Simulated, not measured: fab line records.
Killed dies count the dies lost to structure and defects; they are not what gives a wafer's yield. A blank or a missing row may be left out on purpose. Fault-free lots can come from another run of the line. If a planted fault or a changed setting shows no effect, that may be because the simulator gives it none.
fab line records	flow n5Finfet	part 1 of 2: steps 1 to 20 of 30
record: lots: 5	wafers: 15	lastDay: 17
route steps=1938 shown HKMG_FIN@386
lots that met no fault: from a run of the same line without faults
startH: the number of hours between the record's first day and the start of the first shown wafer of the lot	waitH: how many hours have passed since the lot's step before this one	" same as the row above	L1.1+2: a single row standing in for several wafers	- no value, or no start was given	* or withheld: withheld	< > ~ a bound
route shown NAME@n: a module of which the file shows steps, and the number in the route of the first	usual: the fault-free wafers' mean and standard deviation	same: alike in all rows	chamber/n: place in a boat	sites: per-site readings	_std_site: how widely they spread, as a standard deviation	_edge_site: inner sites' mean taken away from outer sites' mean	radiusMm: how far each site lies from the wafer's centre	mask NAME#n: copy n	behind: the most recent tool/chamber to have shaped the wafer	hold: what put the lot on hold/how long, in hours/how the hold closed	device: the transistor (n, p or np) that didn't switch	end of line: at the end of the route, the tests of the same wafers	step lacking rows: just its recipe	killed: dies lost to structure and defects at the first sort, not the wafer's yield	map: the dies of a wafer, with x for killed, . for not killed, _ for no die there
set.NAME: the setting that was run; set.NAME@STEP: the one run at that earlier step	model.NAME: the simulator's own value behind a step, which no gauge read
certain route steps with their lots: each step a table, each wafer a row
services: the hour from which a tool's chamber was out of use, counted from the record's first day as startH (under 0 if before that day), plus the number of hours and why
== steps ==
step: N5_HKMG_FIN_HK_ALD_01
recipe: material: HfO2	targetThkA: 16	tempC: withheld	aldPrecursorFamily: HfCl4	aldCoReactant: H2O	pulseTimeS: 3	purgeTimeS: 3	coReactantPurgeTimeS: 2.5	coReactantPulseTimeS: 0.3	aldCycles: 30
usual: precursorPulseHeightRel: 0.998/0.02
lot.wafer	tool	chamber	startH	waitH	precursorPulseHeightRel
L074.1	aldHk-01	2	73.91	0.0	0.977
L074.5	"	2	"	"	1.010
L074.6	"	3	"	"	0.994
L079.3	aldHk-01	2	103.17	0.0	0.983
L079.4	"	3	"	"	1.022
L079.5	"	3	"	"	1.008
L088.2	aldHk-02	1	153.78	0.1	1.041
L088.3	"	2	"	"	1.004
L088.4	"	3	"	"	1.009
L095.1	aldHk-01	3	197.04	0.0	0.983
L095.3	"	1	"	"	0.985
L095.4	"	2	"	"	0.997
L097.1	aldHk-01	0	212.65	0.1	1.007
L097.3	"	2	"	"	0.961
L097.5	"	3	"	"	0.991
step: N5_HKMG_FIN_HK_ANNEAL_02
recipe: tempC: 700	timeS: 30	ambient: N2	idleTempC: 600	rampUpCPerS: 150	rampDownCPerS: 60	coolToC: 600
usual: lampPowerPct: 8.80/0.051	lamp_zone_4_pct: 8.794/0.011	lamp_zone_6_pct: 8.726/0.011	wafer_temp_C_max: 703.0/0.61
lot.wafer	tool	chamber	startH	waitH	lampPowerPct	lamp_zone_4_pct	lamp_zone_6_pct	wafer_temp_C_max
L074.1	rtpAnneal-01	0	74.09	0.1	8.78	8.800	8.716	703.0
L074.5	"	0	"	"	8.75	8.807	8.720	703.4
L074.6	"	0	"	"	8.74	8.795	8.735	701.8
L079.3	rtpAnneal-02	0	103.51	0.3	8.74	8.804	8.747	702.9
L079.4	"	0	"	"	8.84	8.816	8.707	703.5
L079.5	"	0	"	"	8.80	8.805	8.718	702.4
L088.2	rtpAnneal-01	0	154.15	0.2	8.90	8.791	8.735	702.3
L088.3	"	0	"	"	8.77	8.817	8.729	702.6
L088.4	"	0	"	"	8.85	8.801	8.724	703.0
L095.1	rtpAnneal-01	0	197.23	0.1	8.89	8.786	8.745	703.1
L095.3	"	0	"	"	8.87	8.787	8.734	704.0
L095.4	"	0	"	"	8.84	8.797	8.729	702.9
L097.1	rtpAnneal-01	0	213.10	0.3	8.77	8.818	8.716	702.5
L097.3	"	0	"	"	8.81	8.812	8.718	702.3
L097.5	"	0	"	"	8.74	8.778	8.718	702.3
step: N5_HKMG_FIN_ALD_74
recipe: material: La2O3	targetThkA: 5	tempC: 250	aldPrecursorFamily: La-Cp	aldCoReactant: O3	pulseTimeS: 6	coReactantPulseTimeS: 1	purgeTimeS: 3	coReactantPurgeTimeS: 3
usual: heaterPowerW: 343/31	precursorPulseHeightRel: 0.998/0.02
lot.wafer	tool	chamber	startH	waitH	heaterPowerW	precursorPulseHeightRel
L074.1	aldHk-03	2	74.31	0.2	364	1.026
L074.5	"	3	"	"	327	0.983
L074.6	"	2	"	"	362	0.987
L079.3	aldHk-03	3	103.67	0.1	321	0.989
L079.4	"	1	"	"	336	0.995
L079.5	"	2	"	"	371	1.009
L088.2	aldHk-01	2	154.35	0.2	333	1.018
L088.3	"	3	"	"	303	1.037
L088.4	"	1	"	"	348	1.013
L095.1	aldHk-02	3	197.44	0.2	282	0.987
L095.3	"	0	"	"	386	0.994
L095.4	"	2	"	"	339	1.009
L097.1	aldHk-03	0	213.31	0.2	400	0.984
L097.3	"	1	"	"	337	1.004
L097.5	"	2	"	"	368	1.005
step: N5_HKMG_FIN_ALD_75
recipe: material: Al2O3	targetThkA: 10	tempC: 150	aldPrecursorFamily: TMA	aldCoReactant: H2O	pulseTimeS: withheld	coReactantPulseTimeS: 1
usual: heaterPowerW: 148/14	precursorPulseHeightRel: 0.998/0.021
lot.wafer	tool	chamber	startH	waitH	heaterPowerW	precursorPulseHeightRel
L074.1	aldHk-03	2	74.39	0.0	160	1.004
L074.5	"	3	"	"	138	1.030
L074.6	"	2	"	"	160	0.981
L079.3	aldHk-03	3	103.75	0.0	138	1.050
L079.4	"	1	"	"	149	1.005
L079.5	"	2	"	"	161	1.012
L088.2	aldHk-01	2	154.43	0.0	141	1.005
L088.3	"	3	"	"	132	1.002
L088.4	"	1	"	"	144	0.972
L095.1	aldHk-02	3	197.52	0.0	123	1.002
L095.3	"	0	"	"	164	0.973
L095.4	"	2	"	"	144	1.031
L097.1	aldHk-03	0	213.39	0.0	174	1.030
L097.3	"	1	"	"	144	0.967
L097.5	"	2	"	"	158	1.012
step: N5_HKMG_FIN_COAT_41
recipe: resist: SOC	tempC: 250	timeS: 60	spinRpm: 1500	resistThkNm: 300
usual: dispensePressureKPa: 50/3.5
lot.wafer	tool	chamber	startH	waitH	dispensePressureKPa
L074.1	lithoTrack-02	0	74.48	-	53
L074.5	"	0	"	"	53
L074.6	"	0	"	"	53
L079.3	lithoTrack-04	0	103.85	-	44
L079.4	"	0	"	"	44
L079.5	"	0	"	"	44
L088.2	lithoTrack-01	0	154.53	-	51
L088.3	"	0	"	"	51
L088.4	"	0	"	"	51
L095.1	lithoTrack-02	0	197.62	-	53
L095.3	"	0	"	"	53
L095.4	"	0	"	"	53
L097.1	lithoTrack-02	0	213.49	-	53
L097.3	"	0	"	"	53
L097.5	"	0	"	"	53
step: N5_HKMG_FIN_COAT_42
recipe: resist: SiARC	tempC: 220	timeS: 60	spinRpm: 1500	resistThkNm: 35
usual: dispensePressureKPa: 50/3.5
lot.wafer	tool	chamber	startH	waitH	dispensePressureKPa
L074.1	lithoTrack-02	0	-	-	53
L074.5	"	0	"	"	53
L074.6	"	0	"	"	53
L079.3	lithoTrack-04	0	-	-	44
L079.4	"	0	"	"	44
L079.5	"	0	"	"	44
L088.2	lithoTrack-01	0	-	-	51
L088.3	"	0	"	"	51
L088.4	"	0	"	"	51
L095.1	lithoTrack-02	0	-	-	53
L095.3	"	0	"	"	53
L095.4	"	0	"	"	53
L097.1	lithoTrack-02	0	-	-	53
L097.3	"	0	"	"	53
L097.5	"	0	"	"	53
step: N5_HKMG_FIN_COAT_43
recipe: resist: CAR-ArF	spinRpm: 1500	resistThkNm: 90
usual: dispensePressureKPa: 51/3.5
lot.wafer	tool	chamber	startH	waitH	dispensePressureKPa
L074.1	lithoTrack-02	0	-	-	53
L074.5	"	0	"	"	53
L074.6	"	0	"	"	53
L079.3	lithoTrack-04	0	-	-	44
L079.4	"	0	"	"	44
L079.5	"	0	"	"	44
L088.2	lithoTrack-01	0	-	-	51
L088.3	"	0	"	"	51
L088.4	"	0	"	"	51
L095.1	lithoTrack-02	0	-	-	53
L095.3	"	0	"	"	53
L095.4	"	0	"	"	53
L097.1	lithoTrack-02	0	-	-	53
L097.3	"	0	"	"	53
L097.5	"	0	"	"	53
step: N5_HKMG_FIN_EBR_45
recipe: solvent: PGMEA	ebrWidthMm: 1.5
lot.wafer	tool	chamber	startH	waitH
L074.1+5+6	lithoTrack-02	0	-	-
L079.3+4+5	lithoTrack-04	0	-	-
L088.2+3+4	lithoTrack-01	0	-	-
L095.1+3+4	lithoTrack-02	0	-	-
L097.1+3+5	lithoTrack-02	0	-	-
step: N5_HKMG_FIN_SOFTBAKE_44
recipe: tempC: 110	timeS: 60	resist: CAR-ArF
lot.wafer	tool	chamber	startH	waitH
L074.1+5+6	lithoTrack-02	0	-	-
L079.3+4+5	lithoTrack-04	0	-	-
L088.2+3+4	lithoTrack-01	0	-	-
L095.1+3+4	lithoTrack-02	0	-	-
L097.1+3+5	lithoTrack-02	0	-	-
step: N5_HKMG_FIN_EXPOSE_46
recipe: maskId: NDIPOLE	na: 1.35	sourceShape: conventional	sigmaOuter: 0.8	polarization: unpolarized	doseMj: 40
same: sigmaOuter: 0.8
lot.wafer	tool	chamber	startH	waitH	mask
L074.1+5+6	arfiScanner-02	0	74.73	-	NDIPOLE#0
L079.3+4+5	arfiScanner-03	0	104.10	-	NDIPOLE#0
L088.2+3+4	arfiScanner-02	0	154.78	-	NDIPOLE#0
L095.1+3+4	arfiScanner-02	0	197.86	-	NDIPOLE#0
L097.1+3+5	arfiScanner-03	0	213.73	-	NDIPOLE#0
step: N5_HKMG_FIN_PEB_47
recipe: pebTempC: withheld	pebTimeS: 60	resist: CAR-ArF
lot.wafer	tool	chamber	startH	waitH
L074.1+5+6	lithoTrack-02	0	74.78	0.1
L079.3+4+5	lithoTrack-01	0	104.15	0.0
L088.2+3+4	lithoTrack-01	0	154.83	0.0
L095.1+3+4	lithoTrack-01	0	197.92	0.1
L097.1+3+5	lithoTrack-02	0	213.79	0.1
step: N5_HKMG_FIN_DEVELOP_48
recipe: developTimeS: 30	developer: TMAH	resist: CAR-ArF	rinseLiquid: diw	dry: airSpin	devTempC: 23
same: developTimeS: 30
lot.wafer	tool	chamber	startH	waitH
L074.1+5+6	lithoTrack-02	0	-	-
L079.3+4+5	lithoTrack-01	0	-	-
L088.2+3+4	lithoTrack-01	0	-	-
L095.1+3+4	lithoTrack-01	0	-	-
L097.1+3+5	lithoTrack-02	0	-	-
step: N5_HKMG_FIN_CD_MEAS_49
recipe: targetCdNm: 202	landingEnergyEv: 500	detector: seInlens	polarity: opening
usual: cdNm: 202.6/0.79
lot.wafer	tool	chamber	startH	waitH	cdNm
L074.1	cdSem-02	0	74.85	-	203.0
L074.5	"	0	"	"	201.6
L074.6	"	0	"	"	202.5
L079.3	cdSem-01	0	104.21	-	203.3
L079.4	"	0	"	"	202.9
L079.5	"	0	"	"	203.3
L088.2	cdSem-01	0	154.89	-	202.8
L088.3	"	0	"	"	202.5
L088.4	"	0	"	"	201.9
L095.1	cdSem-01	0	197.98	-	203.6
L095.3	"	0	"	"	203.7
L095.4	"	0	"	"	204.3
L097.1	cdSem-02	0	213.86	-	202.4
L097.3	"	0	"	"	202.3
L097.5	"	0	"	"	203.9
step: N5_HKMG_FIN_OVL_MEAS_50
recipe: pointsPerWafer: 44
usual: NDIPOLE_OVL: 0.6/0.72
lot.wafer	tool	chamber	startH	waitH	NDIPOLE_OVL[nm]
L074.1	overlay-01	0	74.88	0.0	-0.9
L074.5	"	0	"	"	-0.6
L074.6	"	0	"	"	0.2
L079.3	overlay-02	0	104.24	0.0	0.6
L079.4	"	0	"	"	-0.2
L079.5	"	0	"	"	0.6
L088.2	overlay-01	0	154.92	0.0	0.1
L088.3	"	0	"	"	0.0
L088.4	"	0	"	"	0.1
L095.1	overlay-02	0	198.01	0.0	0.6
L095.3	"	0	"	"	0.2
L095.4	"	0	"	"	-0.4
L097.1	overlay-02	0	213.89	0.0	-0.4
L097.3	"	0	"	"	-0.4
L097.5	"	0	"	"	0.4
step: N5_HKMG_FIN_INSPECT_61
recipe: mode: adi	inspectInstrument: macro
usual: rawDefectCount: 2.0/1.5
lot.wafer	tool	chamber	startH	waitH	rawDefectCount
L074.1	defectInspect-02	-	74.91	0.0	1
L074.5	"	-	"	"	3
L074.6	"	-	"	"	2
L079.3	defectInspect-01	-	104.27	0.0	1
L079.4	"	-	"	"	1
L079.5	"	-	"	"	0
L088.2	defectInspect-01	-	154.95	0.0	1
L088.3	"	-	"	"	5
L088.4	"	-	"	"	4
L095.1	defectInspect-02	-	198.04	0.0	3
L095.3	"	-	"	"	4
L095.4	"	-	"	"	0
L097.1	defectInspect-01	-	213.91	0.0	4
L097.3	"	-	"	"	1
L097.5	"	-	"	"	2
step: N5_HKMG_FIN_DESCUM_53
recipe: chemistry: O2	timeS: 7.9	sourcePowerW: 50	biasPowerW: 20	pressureMtorr: 20	rfFrequencyHz: 2.712e+07	tempC: 40	resist: CAR-ArF	o2FlowSccm: 225
usual: biasPowerW: 20.00/0.049	drypumpMotorCurrentA: 5.7/0.52	oesProductAu: 0.84/0.09	rfVppV: 242.8/0.9	showerheadPlenumPTorr: 2.07/0.041	throttleValvePct: 20.45/0.24
lot.wafer	tool	chamber	startH	waitH	biasPowerW	drypumpMotorCurrentA	oesProductAu	rfHoursCounterH	rfVppV	showerheadPlenumPTorr	throttleValvePct
L074.1	rieDiel-01	2	74.94	0.0	20.05	5.3	0.80	100	244.5	2.18	20.32
L074.5	"	0	"	"	20.02	6.3	0.82	-	242.8	2.13	20.46
L074.6	"	1	"	"	19.91	5.7	0.71	-	243.1	2.09	21.13
L079.3	rieDiel-01	1	104.93	0.7	19.99	5.7	0.70	199	242.4	2.09	21.15
L079.4	"	0	"	"	20.04	6.3	0.79	114	243.8	2.12	20.48
L079.5	"	3	"	"	19.99	6.0	0.83	-	243.1	2.10	20.38
L088.2	rieDiel-04	0	155.30	0.4	20.03	5.9	0.79	116	241.5	2.01	20.26
L088.3	"	3	"	"	20.01	6.0	0.95	15	242.0	2.05	20.20
L088.4	"	1	"	"	20.03	5.4	0.89	44	242.5	2.14	20.45
L095.1	rieDiel-05	3	198.19	0.2	20.01	5.0	0.93	30	243.3	2.04	20.23
L095.3	"	2	"	"	19.98	6.7	0.72	190	243.4	2.06	20.82
L095.4	"	0	"	"	20.09	5.1	0.85	68	243.9	2.03	20.32
L097.1	rieDiel-05	0	214.30	0.4	19.93	5.1	0.85	75	243.5	2.03	20.32
L097.3	"	2	"	"	19.90	6.7	0.72	196	243.4	2.06	20.83
L097.5	"	0	"	"	19.89	5.1	0.85	-	241.3	2.03	20.33
step: N5_HKMG_FIN_ETCH_54
recipe: chemistry: CF4	target: SiARC	targetDepthA: 455	maskMaterial: CAR-ArF	timeS: 75.8	ionEnergyEv: 80	pressureMtorr: 40	sourceW: 545	biasW: 36	Ar_flow_sccm: 100	cf4FlowSccm: 100	ends: cleared
usual: biasW: 35.98/0.1	drypumpMotorCurrentA: 5.7/0.52	etchRfOnTimeS: 76.5/2.4	oesProductAu: 0.71/0.077	rfVppV: 183.7/0.91	showerheadPlenumPTorr: 2.13/0.043	throttleValvePct: 15.61/0.23
lot.wafer	tool	chamber	startH	waitH	biasW	drypumpMotorCurrentA	etchRfOnTimeS	oesProductAu	rfHoursCounterH	rfVppV	showerheadPlenumPTorr	throttleValvePct
L074.1	rieDiel-01	2	74.98	0.0	35.87	5.3	76.1	0.67	100	186.0	2.25	15.63
L074.5	"	0	"	"	35.97	6.3	76.1	0.70	-	183.6	2.19	15.69
L074.6	"	1	"	"	36.09	5.8	79.7	0.60	-	185.3	2.11	16.06
L079.3	rieDiel-01	1	104.96	0.0	36.09	5.7	78.2	0.60	199	183.2	2.11	16.07
L079.4	"	0	"	"	36.08	6.3	75.3	0.69	114	183.5	2.19	15.74
L079.5	"	3	"	"	35.95	6.0	76.6	0.70	-	184.2	2.19	15.72
L088.2	rieDiel-04	0	155.34	0.0	35.97	5.9	78.0	0.66	116	183.3	2.06	15.50
L088.3	"	3	"	"	35.95	6.1	74.3	0.81	15	184.4	2.11	15.31
L088.4	"	1	"	"	35.97	5.4	76.0	0.74	44	186.3	2.18	15.58
L095.1	rieDiel-05	3	198.23	0.0	36.05	5.0	78.0	0.77	30	182.5	2.12	15.55
L095.3	"	2	"	"	35.88	6.7	80.8	0.60	190	183.9	2.11	16.04
L095.4	"	0	"	"	35.97	5.1	74.5	0.73	68	184.4	2.10	15.50
L097.1	rieDiel-05	0	214.33	0.0	35.85	5.0	73.6	0.73	75	183.5	2.10	15.50
L097.3	"	2	"	"	35.84	6.7	79.6	0.60	196	184.9	2.11	16.04
L097.5	"	0	"	"	36.08	5.1	74.2	0.73	-	184.2	2.10	15.51
step: N5_HKMG_FIN_ETCH_55
recipe: chemistry: N2/H2	target: SOC	targetDepthA: 2400	tempC: 40	timeS: 300	ionEnergyEv: 200	maskMaterial: SiARC	pressureMtorr: 30	sourceW: 840	biasW: 150	n2FlowSccm: 200	h2FlowSccm: 200
usual: biasW: 150.0/0.43	drypumpMotorCurrentA: 5.7/0.52	oesProductAu: 0.83/0.092	rfVppV: 523.3/1.6	showerheadPlenumPTorr: 2.52/0.058	throttleValvePct: 17.9/0.33
lot.wafer	tool	chamber	startH	waitH	biasW	drypumpMotorCurrentA	oesProductAu	rfHoursCounterH	rfVppV	showerheadPlenumPTorr	throttleValvePct
L074.1	rieDiel-01	2	75.03	0.0	149.4	5.3	0.78	100	527.4	2.67	17.9
L074.5	"	0	"	"	150.6	6.3	0.81	-	524.5	2.59	18.0
L074.6	"	1	"	"	150.4	5.8	0.70	-	523.6	2.54	18.6
L079.3	rieDiel-01	1	105.02	0.0	150.6	5.8	0.69	199	522.7	2.53	18.6
L079.4	"	0	"	"	149.2	6.3	0.81	114	524.4	2.59	18.0
L079.5	"	3	"	"	149.7	6.0	0.84	-	524.6	2.57	17.8
L088.2	rieDiel-04	0	155.40	0.0	149.7	6.0	0.77	116	521.1	2.48	18.0
L088.3	"	3	"	"	149.9	6.0	0.97	15	523.3	2.48	17.4
L088.4	"	1	"	"	149.7	5.4	0.86	44	524.9	2.60	17.8
L095.1	rieDiel-05	3	198.28	0.0	150.0	5.0	0.90	30	521.3	2.48	17.7
L095.3	"	2	"	"	149.9	6.7	0.70	190	524.9	2.55	18.6
L095.4	"	0	"	"	150.4	5.1	0.86	69	523.0	2.47	17.8
L097.1	rieDiel-05	0	214.39	0.0	149.8	5.1	0.85	75	522.6	2.47	17.8
L097.3	"	2	"	"	150.4	6.7	0.69	196	524.1	2.54	18.6
L097.5	"	0	"	"	150.3	5.1	0.85	-	521.5	2.47	17.8
step: N5_HKMG_FIN_STRIP_56
recipe: chemistry: N2/H2	tempC: 40	n2FlowSccm: 200	h2FlowSccm: 200	rfFrequencyHz: 6e+07
lot.wafer	tool	chamber	startH	waitH
L074.1+5+6	rieDiel-01	2,0,1	75.21	0.1
L079.3+4+5	rieDiel-01	1,0,3	105.20	0.1
L088.2+3+4	rieDiel-04	0,3,1	155.58	0.1
L095.1+3+4	rieDiel-05	3,2,0	198.46	0.1
L097.1+3+5	rieDiel-05	0,2,0	214.57	0.1
step: N5_HKMG_FIN_STRIP_57
recipe: chemistry: CF4	resist: SiARC	powerW: 300	biasPowerW: 75	pressureMtorr: 50	cf4FlowSccm: 150	rfFrequencyHz: 6e+07
usual: biasPowerW: 74.98/0.22	drypumpMotorCurrentA: 5.7/0.52	oesProductAu: 0.83/0.077	rfVppV: 270.8/1.1	showerheadPlenumPTorr: 1.78/0.033	throttleValvePct: 13.54/0.25
lot.wafer	tool	chamber	startH	waitH	biasPowerW	drypumpMotorCurrentA	oesProductAu	rfHoursCounterH	rfVppV	showerheadPlenumPTorr	throttleValvePct
L074.1	rieDiel-01	2	75.22	0.0	75.04	5.3	0.79	100	273.6	1.86	13.51
L074.5	"	0	"	"	75.27	6.3	0.81	-	271.7	1.84	13.65
L074.6	"	1	"	"	74.90	5.8	0.72	-	269.1	1.75	13.99
L079.3	rieDiel-01	1	105.21	0.0	75.04	5.7	0.70	199	272.4	1.75	14.01
L079.4	"	0	"	"	74.91	6.3	0.81	114	271.1	1.83	13.67
L079.5	"	3	"	"	75.01	6.0	0.83	-	271.7	1.82	13.63
L088.2	rieDiel-04	0	155.59	0.0	75.19	5.9	0.79	116	269.9	1.74	13.52
L088.3	"	3	"	"	74.97	6.0	0.93	15	271.0	1.78	13.27
L088.4	"	1	"	"	75.45	5.4	0.85	44	272.3	1.81	13.45
L095.1	rieDiel-05	3	198.47	0.0	75.24	5.0	0.91	30	271.1	1.78	13.46
L095.3	"	2	"	"	75.30	6.7	0.73	190	271.2	1.78	14.05
L095.4	"	0	"	"	74.58	5.1	0.83	69	269.2	1.75	13.39
L097.1	rieDiel-05	0	214.58	0.0	74.89	5.1	0.82	75	270.9	1.75	13.40
L097.3	"	2	"	"	75.02	6.7	0.73	196	272.5	1.78	14.06
L097.5	"	0	"	"	75.20	5.1	0.83	-	271.1	1.75	13.41
